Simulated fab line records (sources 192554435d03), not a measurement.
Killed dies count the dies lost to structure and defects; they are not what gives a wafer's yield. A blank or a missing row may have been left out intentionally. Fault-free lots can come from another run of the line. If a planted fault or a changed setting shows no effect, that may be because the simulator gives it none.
Matching of chambers | flow n5 finfet | N5_BEOL_M0_CO_CAP_123 on cvd co-02 has 3 sister chambers
The step material Co, precursor CCTBA/H2, target thk 2 nm, time 102.1 s. 24 wafers are shown with their chamber, then 12 later ones without.

WAFERS WITH THEIR CHAMBER
wafer  | chamber | heater power w (W)
L078.3 | 2       | 261
L078.4 | 0       | 253
L078.6 | 1       | 247
L080.1 | 1       | 242
L080.2 | 2       | 260
L080.3 | 0       | 257
L080.4 | 1       | 246
L080.5 | 2       | 258
L080.6 | 0       | 266
L085.4 | 1       | 242
L085.5 | 0       | 260
L085.6 | 2       | 258
L086.2 | 2       | 259
L086.4 | 1       | 242
L086.6 | 2       | 260
L087.1 | 1       | 247
L087.2 | 2       | 255
L087.3 | 0       | 256
L088.1 | 2       | 258
L088.2 | 0       | 258
L088.3 | 1       | 237
L091.1 | 2       | 260
L091.2 | 1       | 241
L091.3 | 0       | 258

SIGNATURES, as means of the wafers listed above
reading        | chamber 0 | chamber 1 | chamber 2 | scatter within a chamber
heater power w | 258.29    | 243.00    | 258.78    | 3.14
Rule: a wafer's distance from a chamber is the root of the sum, over the readings, of the square of ((its reading less the chamber's mean) divided by the reading's scatter). If the next closest chamber is less than 2 further off than the closest, the wafer can't be placed; otherwise it belongs to the closest. How the scatter is found: for the shown wafers, subtract from each reading the mean of its chamber, square and add these, divide the total by (wafers less chambers), then take the root.

WAFERS WHOSE CHAMBER IS MISSING
wafer  | heater power w (W)
L091.4 | 257
L091.5 | 253
L091.6 | 242
L093.1 | 250
L093.4 | 251
L093.6 | 252
L094.1 | 252
L094.2 | 256
L094.3 | 260
L097.2 | 247
L097.4 | 260
L097.5 | 245

WHICH CHAMBER EACH ONE RAN IN
wafer  | from the rows above          | in truth
L091.4 | can't be placed: 0 or 2      | 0
L091.5 | can't be placed: 0 or 2 or 1 | 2
L091.6 | 1                            | 1
L093.1 | can't be placed: 1 or 0 or 2 | 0
L093.4 | can't be placed: 0 or 2 or 1 | 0
L093.6 | can't be placed: 0 or 2 or 1 | 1
L094.1 | can't be placed: 0 or 2 or 1 | 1
L094.2 | can't be placed: 0 or 2      | 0
L094.3 | can't be placed: 2 or 0      | 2
L097.2 | 1                            | 1
L097.4 | can't be placed: 2 or 0      | 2
L097.5 | 1                            | 1
3 of 12 placed correctly. Can't be placed from these rows: 9 (the true chamber is among the candidates in 9). Wrongly placed: 0.
